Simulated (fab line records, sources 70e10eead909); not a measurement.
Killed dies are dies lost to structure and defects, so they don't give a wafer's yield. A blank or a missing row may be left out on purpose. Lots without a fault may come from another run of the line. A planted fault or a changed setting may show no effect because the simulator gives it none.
Chamber matching | flow nand_harc | NHARC_A_STAIRCASE_TRIM_20 on rie_diel-01: 4 sister chambers
The step chemistry O2, time 211.2 s. 20 wafers are shown with their chamber, then 10 later ones without.

WAFERS WITH THEIR CHAMBER
wafer  | chamber | drypump_motor_current_A (A) | showerhead_plenum_p_Torr (Torr) | oes_product_au (a.u.)
L075.3 | 2       | 6.2                         | 3.48                            | 1.013
L075.4 | 0       | 6.7                         | 3.33                            | 0.991
L075.6 | 3       | 6.3                         | 3.49                            | 1.021
L076.2 | 0       | 6.7                         | 3.33                            | 0.989
L076.4 | 2       | 6.2                         | 3.48                            | 0.996
L076.5 | 3       | 6.3                         | 3.49                            | 0.983
L077.1 | 0       | 6.7                         | 3.33                            | 0.994
L077.2 | 1       | 6.1                         | 3.50                            | 1.000
L077.3 | 3       | 6.3                         | 3.49                            | 1.009
L081.1 | 1       | 6.1                         | 3.50                            | 1.013
L081.4 | 2       | 6.2                         | 3.47                            | 1.005
L081.5 | 1       | 6.1                         | 3.50                            | 1.004
L083.2 | 1       | 6.1                         | 3.50                            | 1.006
L083.5 | 3       | 6.4                         | 3.48                            | 1.011
L083.6 | 2       | 6.2                         | 3.47                            | 1.002
L088.1 | 3       | 6.3                         | 3.48                            | 1.013
L088.2 | 1       | 6.1                         | 3.49                            | 1.015
L088.4 | 0       | 6.7                         | 3.32                            | 1.003
L090.2 | 3       | 6.3                         | 3.47                            | 1.001
L090.3 | 0       | 6.7                         | 3.31                            | 1.004

SIGNATURES (means of the wafers above)
reading                  | chamber 0 | chamber 1 | chamber 2 | chamber 3 | scatter within a chamber
drypump_motor_current_A  | 6.700     | 6.100     | 6.200     | 6.317     | 0.0228
showerhead_plenum_p_Torr | 3.3240    | 3.4980    | 3.4750    | 3.4833    | 0.00722
oes_product_au           | 0.99620   | 1.00760   | 1.00400   | 1.00633   | 0.00922
Rule: a wafer's distance from a chamber is the root of the sum, over the readings, of the square of ((its reading less the chamber's mean) divided by the reading's scatter). The wafer belongs to the nearest chamber; if the next one is less than 2 further off, it can't be placed. The scatter: the root of (the sum of the squares of (reading less its chamber's mean) over the shown wafers, divided by (wafers less chambers)).

WAFERS WITHOUT THEIR CHAMBER
wafer  | drypump_motor_current_A (A) | showerhead_plenum_p_Torr (Torr) | oes_product_au (a.u.)
L090.6 | 6.2                         | 3.46                            | 1.000
L093.3 | 6.7                         | 3.31                            | 1.006
L093.5 | 6.2                         | 3.45                            | 0.994
L093.6 | 6.1                         | 3.48                            | 1.014
L092.1 | 6.7                         | 3.31                            | 0.999
L092.3 | 6.2                         | 3.45                            | 0.994
L092.5 | 6.7                         | 3.31                            | 1.006
L097.2 | 6.7                         | 3.30                            | 0.994
L097.3 | 6.2                         | 3.44                            | 1.002
L097.4 | 6.4                         | 3.46                            | 1.012

WHICH CHAMBER EACH WENT THROUGH
wafer  | from the rows above     | in truth
L090.6 | 2                       | 2
L093.3 | 0                       | 0
L093.5 | 2                       | 2
L093.6 | can't be placed: 1 or 2 | 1
L092.1 | 0                       | 0
L092.3 | 2                       | 2
L092.5 | 0                       | 0
L097.2 | 0                       | 0
L097.3 | 2                       | 2
L097.4 | 3                       | 3
Placed correctly: 9 of 10. Can't be placed from these rows: 1 (the true chamber is among the candidates in 1). Placed wrongly: 0.
